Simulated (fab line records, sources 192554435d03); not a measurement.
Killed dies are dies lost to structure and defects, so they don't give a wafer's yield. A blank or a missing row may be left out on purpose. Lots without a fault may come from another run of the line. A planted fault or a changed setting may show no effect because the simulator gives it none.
Chamber matching | flow n5_finfet | N5_BEOL_M2_VIA_ETCH_34 on rie_diel-05: 4 sister chambers
The step etches the open film in C4F6/O2, target depth 69.4 nm, time 65.9 s. 4 wafers are shown with their chamber, then 10 later ones without.

WAFERS WITH THEIR CHAMBER
wafer  | chamber | throttle_valve_pct (%)
L085.1 | 0       | 30.3
L085.5 | 2       | 30.4
L088.1 | 3       | 30.8
L088.2 | 1       | 30.5

WAFERS WITHOUT THEIR CHAMBER
wafer  | throttle_valve_pct (%)
L088.4 | 30.4
L093.1 | 30.4
L093.2 | 30.5
L093.3 | 30.8
L092.2 | 30.8
L092.4 | 30.4
L092.6 | 30.4
L097.2 | 30.8
L097.4 | 30.6
L097.6 | 30.4

WHICH CHAMBER EACH WENT THROUGH
wafer  | from the rows above | in truth
L088.4 | 2                   | 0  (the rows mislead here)
L093.1 | 2                   | 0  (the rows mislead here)
L093.2 | 1                   | 1
L093.3 | 3                   | 3
L092.2 | 3                   | 3
L092.4 | 2                   | 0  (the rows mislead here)
L092.6 | 2                   | 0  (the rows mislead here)
L097.2 | 3                   | 3
L097.4 | 1                   | 1
L097.6 | 2                   | 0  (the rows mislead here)
Placed correctly: 5 of 10. Can't be placed from these rows: 0. Placed wrongly: 5.
How it was worked out, from the rows above alone: a wafer's distance from a chamber is the root of the sum, over the readings, of the square of ((its reading less the chamber's mean) divided by the reading's scatter). The wafer belongs to the nearest chamber; if the next one is less than 2 further off, it can't be placed. A chamber's mean is the mean of its shown wafers. The scatter: with one shown wafer a chamber, the root of the mean of the squares of how far each hidden wafer lies from its nearest shown one.
